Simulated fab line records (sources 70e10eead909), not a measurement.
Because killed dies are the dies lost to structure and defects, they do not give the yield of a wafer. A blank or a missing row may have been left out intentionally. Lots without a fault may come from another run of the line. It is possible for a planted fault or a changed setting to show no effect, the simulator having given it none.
Matching of chambers    flow nand-harc    rie-diel-08 running NHARC_A_M1_DESCUM_14: 4 sister chambers
The step chemistry O2, time 3 s. 7 wafers are shown with their chamber, then 9 later ones without.

== WAFERS, EACH WITH ITS CHAMBER ==
wafer   chamber  throttle-valve-pct (%)  oes-product-au (a.u.)
L078.5  1        11.303                  0.997
L083.3  1        11.309                  0.996
L083.4  3        11.304                  0.998
L083.6  3        11.308                  1.009
L086.1  2        11.309                  1.005
L086.3  0        11.314                  1.007
L086.5  0        11.320                  0.995

== WAFERS WHOSE CHAMBER IS MISSING ==
wafer   throttle-valve-pct (%)  oes-product-au (a.u.)
L089.1  11.321                  0.996
L089.3  11.315                  0.997
L089.4  11.303                  1.002
L088.2  11.312                  0.986
L088.4  11.306                  1.006
L088.6  11.298                  1.001
L090.1  11.312                  1.002
L090.3  11.319                  1.012
L090.6  11.308                  1.005

== WHICH CHAMBER EACH ONE RAN IN ==
wafer    from the rows above                 in truth
L089.1   0                                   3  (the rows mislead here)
L089.3   can't be placed: 0 or 2 or 1 or 3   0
L089.4   can't be placed: 3 or 1 or 2        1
L088.2   can't be placed: 1 or 0 or 2 or 3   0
L088.4   can't be placed: 3 or 2 or 1        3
L088.6   can't be placed: 3 or 1 or 2        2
L090.1   can't be placed: 2 or 0 or 3 or 1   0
L090.3   can't be placed: 0 or 2 or 3        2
L090.6   can't be placed: 2 or 3 or 1        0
Placed correctly: 0 of 9. These rows do not allow placing 8 (true chamber among the candidates in 7). Wrongly placed: 1.
How it was worked out, from the rows above alone: a wafer's distance from a chamber is the root of the sum, over the readings, of the square of ((its reading less the chamber's mean) divided by the reading's scatter). If the next closest chamber is less than 2 further off than the closest, the wafer can't be placed; otherwise it belongs to the closest. A chamber's mean is the mean of its shown wafers. The scatter: the root of (the sum of the squares of (reading less its chamber's mean) over the shown wafers, divided by (wafers less chambers)).
